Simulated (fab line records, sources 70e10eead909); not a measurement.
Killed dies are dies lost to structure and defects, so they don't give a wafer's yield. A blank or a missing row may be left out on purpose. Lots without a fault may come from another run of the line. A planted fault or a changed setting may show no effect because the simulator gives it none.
Chamber matching | flow nand_harc | NHARC_P_GATE_ETCH_32 on rie_si-01: 4 sister chambers
The step etches the open film in HBr/Cl2, target depth 150 nm, time 100.1 s. 4 wafers are shown with their chamber, then 7 later ones without.

WAFERS WITH THEIR CHAMBER
wafer  | chamber | drypump_motor_current_A (A)
L083.1 | 0       | 5.2
L087.4 | 2       | 6.1
L093.2 | 1       | 5.4
L093.3 | 3       | 5.7

WAFERS WITHOUT THEIR CHAMBER
wafer  | drypump_motor_current_A (A)
L093.6 | 5.3
L096.1 | 5.2
L096.2 | 5.7
L096.3 | 5.4
L097.2 | 5.4
L097.3 | 5.6
L097.6 | 6.1

WHICH CHAMBER EACH WENT THROUGH
wafer  | from the rows above     | in truth
L093.6 | can't be placed: 0 or 1 | 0
L096.1 | 0                       | 0
L096.2 | 3                       | 3
L096.3 | 1                       | 1
L097.2 | 1                       | 1
L097.3 | can't be placed: 3 or 1 | 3
L097.6 | 2                       | 2
Placed correctly: 5 of 7. Can't be placed from these rows: 2 (the true chamber is among the candidates in 2). Placed wrongly: 0.
How it was worked out, from the rows above alone: a wafer's distance from a chamber is the root of the sum, over the readings, of the square of ((its reading less the chamber's mean) divided by the reading's scatter). The wafer belongs to the nearest chamber; if the next one is less than 2 further off, it can't be placed. A chamber's mean is the mean of its shown wafers. The scatter: with one shown wafer a chamber, the root of the mean of the squares of how far each hidden wafer lies from its nearest shown one.
